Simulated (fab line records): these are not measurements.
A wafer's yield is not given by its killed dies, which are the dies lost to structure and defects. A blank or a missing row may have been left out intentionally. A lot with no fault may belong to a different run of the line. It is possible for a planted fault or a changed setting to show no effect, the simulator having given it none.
Split-lot trial | flow n5-finfet | 7 lots, 21 wafers read, on a route of 1938 steps

## SPLIT DETAILS
At N5_BEOL_M15_COAT_58 (time 60 s, resist thk 89 nm), the setting spin-rpm was moved away from the recipe's 1500 rpm on 7 of the 21 wafers read, by -8.5% to +8.7%. This setting was run at the recipe's value on the other wafers.

## FROM THE SPLIT TO THE READING: what the file shows between them, 3 steps
- N5_BEOL_M15_COAT_04: resist thk 800 nm
- N5_BEOL_M15_EBR_06
- N5_BEOL_M15_DESCUM_15: chemistry O2, time 7.9 s

## THE READING
etch.depth-nm (the simulator's own value, which no gauge read), in nm, at N5_BEOL_M15_ETCH_59 (etches BARC in N2/H2, target depth 89 nm, overetch 26.7 nm, time 67.9 s). The file gives no usual value for it. Average 88.82 nm, standard deviation 0.27 nm, over the 14 wafers here run with the recipe.

wafer  | tool, chamber at the split | spin-rpm as run, rpm | against the recipe | etch.depth-nm, nm | against lot-mates on the recipe
L080.1 | litho-track-05, 0          | 1547                 | +3.1%              | 87.53             | -1.40
L080.3 | litho-track-05, 0          | 1547                 | +3.1%              | 87.4              | -1.53
L080.6 | litho-track-05, 0          | 1500                 | recipe             | 88.93             | -
L081.1 | litho-track-03, 0          | 1417                 | -5.5%              | 91.57             | +2.82
L081.4 | litho-track-03, 0          | 1500                 | recipe             | 88.75             | -
L081.6 | litho-track-03, 0          | 1417                 | -5.5%              | 91.56             | +2.81
L082.2 | litho-track-04, 0          | 1500                 | recipe             | 88.57             | -
L082.4 | litho-track-04, 0          | 1500                 | recipe             | 88.66             | -
L082.5 | litho-track-04, 0          | 1438                 | -4.1%              | 90.32             | +1.70
L083.4 | litho-track-04, 0          | 1500                 | recipe             | 88.5              | -
L083.5 | litho-track-04, 0          | 1500                 | recipe             | 88.72             | -
L083.6 | litho-track-04, 0          | 1500                 | recipe             | 88.31             | -
L089.2 | litho-track-05, 0          | 1500                 | recipe             | 88.97             | -
L089.3 | litho-track-05, 0          | 1500                 | recipe             | 88.91             | -
L089.4 | litho-track-05, 0          | 1630                 | +8.7%              | 85.26             | -3.68
L093.1 | litho-track-05, 0          | 1500                 | recipe             | 89.2              | -
L093.4 | litho-track-05, 0          | 1500                 | recipe             | 89.32             | -
L093.5 | litho-track-05, 0          | 1500                 | recipe             | 89.09             | -
L094.2 | litho-track-05, 0          | 1500                 | recipe             | 88.65             | -
L094.3 | litho-track-05, 0          | 1372                 | -8.5%              | 93                | +4.25
L094.6 | litho-track-05, 0          | 1500                 | recipe             | 88.84             | -

FIT RESULTS
A straight line over all 21 wafers: etch.depth-nm changes by -0.452 nm for each +1% of spin-rpm; r = -0.99; the points scatter about the line by 0.28 nm.
The same after taking each lot's own level away (the mean of its wafers on the recipe; 21 wafers): -0.469 nm for each +1%; r = -1.00; scatter 0.16 nm.
That fit puts the effect of the largest move of spin-rpm on the reading at 4.1 nm.
The lots' own levels span 88.510 to 89.203 nm, that is 2.6 times the standard deviation above.
Hence the lot-to-lot level has little effect on the slope; both slopes agree.
Check: with one of the wafers moved furthest among these (+8.7%) left out of the fit, the line predicts -4.24 nm for it against its lot-mates. Against them it came out at -3.68 nm.

## OTHER SPLITS APPLIED TO THESE WAFERS
These wafers also went through other splits before the reading. Each is held against what the fit with the lots' levels taken away leaves over:
other split on the same wafers | wafers away from the commonest value | r with etch.depth-nm (lot level and that fit taken away)
N5_BEOL_M11_PEB_26 peb-time-s  | 6                                    | +0.36
N5_BEOL_M11_VIA_ETCH_34 time-s | 8                                    | -0.03
N5_BEOL_M12_SPUTTER_43 power-w | 6                                    | +0.35
N5_BEOL_M13_COAT_65 spin-rpm   | 6                                    | -0.23
N5_BEOL_M13_EXPOSE_25 dose-mj  | 5                                    | -0.04

## THE WHOLE CHAIN: every reading that the file lists as answering this split, in the file's order
step                | what it does                                                            | reading                                                                          | change (the file's fit)               | r (the file's)
N5_BEOL_M15_COAT_58 | time 60 s, resist thk 89 nm                                             | BARC_of_BEOL_M15_COAT_58.thk-nm (the simulator's own value, which no gauge read) | -0.473 nm for each +1% of the setting | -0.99
N5_BEOL_M15_ETCH_59 | etches BARC in N2/H2, target depth 89 nm, overetch 26.7 nm, time 67.9 s | etch.depth-nm (the simulator's own value, which no gauge read)                   | -0.464 nm for each +1% of the setting | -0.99

## FILE'S OWN FIT
etch.depth-nm changes by -0.464 nm for each +1% of spin-rpm, r = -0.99.
